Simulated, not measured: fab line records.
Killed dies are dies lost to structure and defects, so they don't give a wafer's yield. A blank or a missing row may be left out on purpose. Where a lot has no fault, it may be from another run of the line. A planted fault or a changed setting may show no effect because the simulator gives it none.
Struck lot and sound lot, side by side | flow nand-harc | 16 steps out of a route of 1302
Sound: wafers L257.1, L257.4, L257.6. Struck: wafer L261.4 (left out: L261.1, L261.3 of the same lot, which were not struck); the cause appears at the end.
At each step with rows: each side's tool, then ch and its chambers, then its first start. Under that, the readings that differ: sound wafers | struck wafers | difference of the means | sigmas: that difference in standard deviations of wafers without a fault.
alike: a reading whose means differ by less than 2 such deviations, as well as words and numbers matching on both sides. not compared: withheld readings; readings where some wafer has no value; bounds like >300 that might hide an equal value; numbers whose values overlap and for which the record gives no deviation.
A row with sigmas, a row that says differs or no value, or rows on one side alone: a step with any of these is where the two part. Non-overlapping numbers with no deviation appear without sigmas and do not part them. A reading missing from all wafers of one side parts the sides only when that side holds two or more wafers.

NHARC_A_ONON_D2_THK_MEAS_02: measures by ellipsometry.
  struck on film-metro-01, day 14 11:18; sound on film-metro-02, day 12 18:43
  alike: thk-nm
then NHARC_A_ONON_D2_DEP_03 (target thk 1000 nm), 1 step lacking rows for these wafers.
NHARC_A_ONON_D2_THK_MEAS_05: measures by ellipsometry.
  struck on film-metro-02, day 14 11:52; sound on film-metro-01, day 12 19:17
  alike: thk-nm
then NHARC_A_ONON_D2_DEP_06 (target thk 1000 nm), 1 step lacking rows for these wafers.
NHARC_A_ONON_D2_THK_MEAS_08: measures by ellipsometry.
  struck on film-metro-01, day 14 12:26; sound on film-metro-02, day 12 19:51
  alike: thk-nm
then NHARC_A_ONON_D2_DEP_09 (target thk 1000 nm), 1 step lacking rows for these wafers.
NHARC_A_ONON_D2_THK_MEAS_11: measures by ellipsometry.
  struck on film-metro-01, day 14 13:01; sound on film-metro-02, day 12 20:25
  alike: thk-nm
then NHARC_A_ONON_D2_DEP_12 (target thk 1000 nm), 1 step lacking rows for these wafers.
NHARC_A_ONON_D2_THK_MEAS_14: measures by ellipsometry.
  struck on film-metro-01, day 14 13:34; sound on film-metro-02, day 12 21:00
  alike: thk-nm
then, 2 steps without rows for these wafers: NHARC_A_ONON_D2_ANNEAL_15 (time 3600 s); NHARC_A_ONON_D2_DEP_16 (target thk 1000 nm).
NHARC_A_ONON_D2_THK_MEAS_18: measures by ellipsometry.
  struck on film-metro-02, day 14 22:10; sound on film-metro-02, day 13 04:22
  alike: thk-nm
NHARC_A_ONON_D2_DEP_19: target thk 1000 nm.
  sound on pecvd-onon-03 ch 0, day 13 04:25; struck on pecvd-onon-03 ch 0, day 14 22:13
NHARC_A_ONON_D2_THK_MEAS_21: measures by ellipsometry.
  struck on film-metro-02, day 14 22:44; sound on film-metro-02, day 13 04:55
  reading     | sound          | struck | difference | sigmas
  thk-nm (nm) | 1014 1014 1015 | 1520   | +506       | +46
then NHARC_A_ONON_D2_DEP_22 (target thk 1000 nm), 1 step lacking rows for these wafers.
-- jump in the record: it breaks off in module A_ONON_D2 and resumes in module END (first step shown: number 1302 of the route), and 11 days separate the struck wafers' starts before and after --
NHARC_END_SORT_01:
  only the struck wafers appear in the record here, on prober-02 ch 0 at day 26 04:01; the sound ones have no rows

WHERE THEY PART
Earliest at NHARC_A_ONON_D2_THK_MEAS_21; latest, in this record, at NHARC_END_SORT_01.

WHY: the cause the simulator had injected
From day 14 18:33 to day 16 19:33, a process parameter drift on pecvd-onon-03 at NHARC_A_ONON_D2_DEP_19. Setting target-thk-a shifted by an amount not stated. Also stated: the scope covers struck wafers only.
